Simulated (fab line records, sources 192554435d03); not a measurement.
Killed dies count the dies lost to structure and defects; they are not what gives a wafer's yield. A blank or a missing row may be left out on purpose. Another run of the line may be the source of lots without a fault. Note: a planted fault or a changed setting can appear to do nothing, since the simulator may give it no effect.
Matching of chambers	flow n5 finfet	N5_FIN_SAQP_MANDREL_ETCH_58 on rie si-03: 4 sister chambers
The step etches a-Si in HBr/Cl2, stops on SiNx, target depth 45 nm, bt time 10 s, time 27 s. 18 wafers are shown with their chamber, then 9 later ones without.

## EACH WAFER AND ITS CHAMBER
wafer	chamber	drypump motor current A (A)	throttle valve pct (%)	oes product au (a.u.)
L085.3	2	6.2	35.28	0.716
L085.4	0	5.2	35.41	0.701
L085.5	1	5.6	35.66	0.691
L087.4	1	5.6	35.67	0.701
L087.5	2	6.2	35.28	0.712
L087.6	1	5.6	35.66	0.687
L090.1	0	5.2	35.41	0.693
L090.2	3	4.7	35.04	0.675
L090.3	1	5.6	35.70	0.680
L090.4	2	6.1	35.29	0.711
L090.5	1	5.6	35.68	0.687
L090.6	0	5.2	35.41	0.699
L091.2	1	5.6	35.69	0.683
L091.3	0	5.2	35.43	0.691
L091.4	2	6.1	35.28	0.713
L092.1	0	5.2	35.41	0.696
L092.2	2	6.1	35.29	0.704
L092.3	3	4.7	35.03	0.687

SIGNATURES (averages over the wafers above)
reading	chamber 0	chamber 1	chamber 2	chamber 3	scatter within a chamber
drypump motor current A	5.200	5.600	6.140	4.700	0.0293
throttle valve pct	35.4140	35.6767	35.2840	35.0350	0.0114
oes product au	0.69600	0.68817	0.71120	0.68100	0.0059
Rule: a wafer lies at a distance from a chamber equal to the root of the sum of squares, over the readings, of (its reading less the chamber's mean, divided by the reading's scatter). If the next closest chamber is less than 2 further off than the closest, the wafer can't be placed; otherwise it belongs to the closest. The scatter: take each reading less its chamber's mean, square it, sum over the shown wafers, divide by the number of wafers less the number of chambers, and take the root.

## WAFERS WITH NO CHAMBER GIVEN
wafer	drypump motor current A (A)	throttle valve pct (%)	oes product au (a.u.)
L092.4	5.6	35.67	0.688
L092.5	6.1	35.28	0.711
L092.6	5.6	35.66	0.694
L093.2	4.7	35.01	0.695
L093.3	5.2	35.41	0.697
L093.4	5.6	35.65	0.679
L095.1	6.1	35.30	0.694
L095.3	5.6	35.69	0.686
L095.6	4.7	35.03	0.699

## THE CHAMBER EACH PASSED THROUGH
wafer	from the rows above	in truth
L092.4	1	1
L092.5	2	2
L092.6	1	1
L093.2	3	3
L093.3	0	0
L093.4	1	1
L095.1	2	2
L095.3	1	1
L095.6	3	3
Correctly placed: 9 of 9. Can't be placed from these rows: 0. Placed wrongly: 0.
